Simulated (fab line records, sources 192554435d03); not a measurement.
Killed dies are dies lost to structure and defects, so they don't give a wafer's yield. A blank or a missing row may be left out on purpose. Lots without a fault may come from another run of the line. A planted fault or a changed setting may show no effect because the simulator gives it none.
Chamber matching | flow n5_finfet | N5_BEOL_M12_ILD_DEP_00 on pecvd-03: 3 sister chambers
The step deposits SiOC from DEMS/O2, target thk 658.92 nm, time 130.7 s. 14 wafers are shown with their chamber, then 7 later ones without.

WAFERS WITH THEIR CHAMBER
wafer  | chamber | throttle_valve_pct (%) | showerhead_plenum_p_Torr (Torr) | heater_power_w (W)
L074.1 | 1       | 11.7                   | 5.709                           | 464
L074.3 | 2       | 11.0                   | 5.701                           | 469
L074.5 | 1       | 11.3                   | 5.711                           | 372
L080.1 | 0       | 12.2                   | 5.685                           | 515
L080.3 | 2       | 10.8                   | 5.706                           | 413
L080.5 | 2       | 11.0                   | 5.696                           | 454
L082.1 | 2       | 11.0                   | 5.711                           | 492
L082.4 | 2       | 11.3                   | 5.696                           | 405
L082.5 | 0       | 12.2                   | 5.678                           | 474
L088.2 | 0       | 12.5                   | 5.691                           | 489
L088.3 | 0       | 12.4                   | 5.674                           | 504
L088.4 | 1       | 11.6                   | 5.719                           | 434
L086.1 | 0       | 12.5                   | 5.695                           | 487
L086.3 | 1       | 11.5                   | 5.729                           | 427

SIGNATURES (means of the wafers above)
reading                  | chamber 0 | chamber 1 | chamber 2 | scatter within a chamber
throttle_valve_pct       | 12.360    | 11.525    | 11.020    | 0.167
showerhead_plenum_p_Torr | 5.68460   | 5.71700   | 5.70200   | 0.00811
heater_power_w           | 493.80    | 424.25    | 446.60    | 31.5
Rule: a wafer's distance from a chamber is the root of the sum, over the readings, of the square of ((its reading less the chamber's mean) divided by the reading's scatter). The wafer belongs to the nearest chamber; if the next one is less than 2 further off, it can't be placed. The scatter: the root of (the sum of the squares of (reading less its chamber's mean) over the shown wafers, divided by (wafers less chambers)).

WAFERS WITHOUT THEIR CHAMBER
wafer  | throttle_valve_pct (%) | showerhead_plenum_p_Torr (Torr) | heater_power_w (W)
L086.5 | 11.6                   | 5.700                           | 458
L090.3 | 11.4                   | 5.706                           | 493
L090.4 | 12.3                   | 5.677                           | 494
L090.6 | 11.3                   | 5.689                           | 498
L097.3 | 11.5                   | 5.713                           | 403
L097.4 | 12.3                   | 5.692                           | 493
L097.5 | 11.3                   | 5.702                           | 419

WHICH CHAMBER EACH WENT THROUGH
wafer  | from the rows above     | in truth
L086.5 | can't be placed: 1 or 2 | 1
L090.3 | can't be placed: 1 or 2 | 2
L090.4 | 0                       | 0
L090.6 | can't be placed: 2 or 1 | 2
L097.3 | 1                       | 1
L097.4 | 0                       | 0
L097.5 | can't be placed: 2 or 1 | 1
Placed correctly: 3 of 7. Can't be placed from these rows: 4 (the true chamber is among the candidates in 4). Placed wrongly: 0.
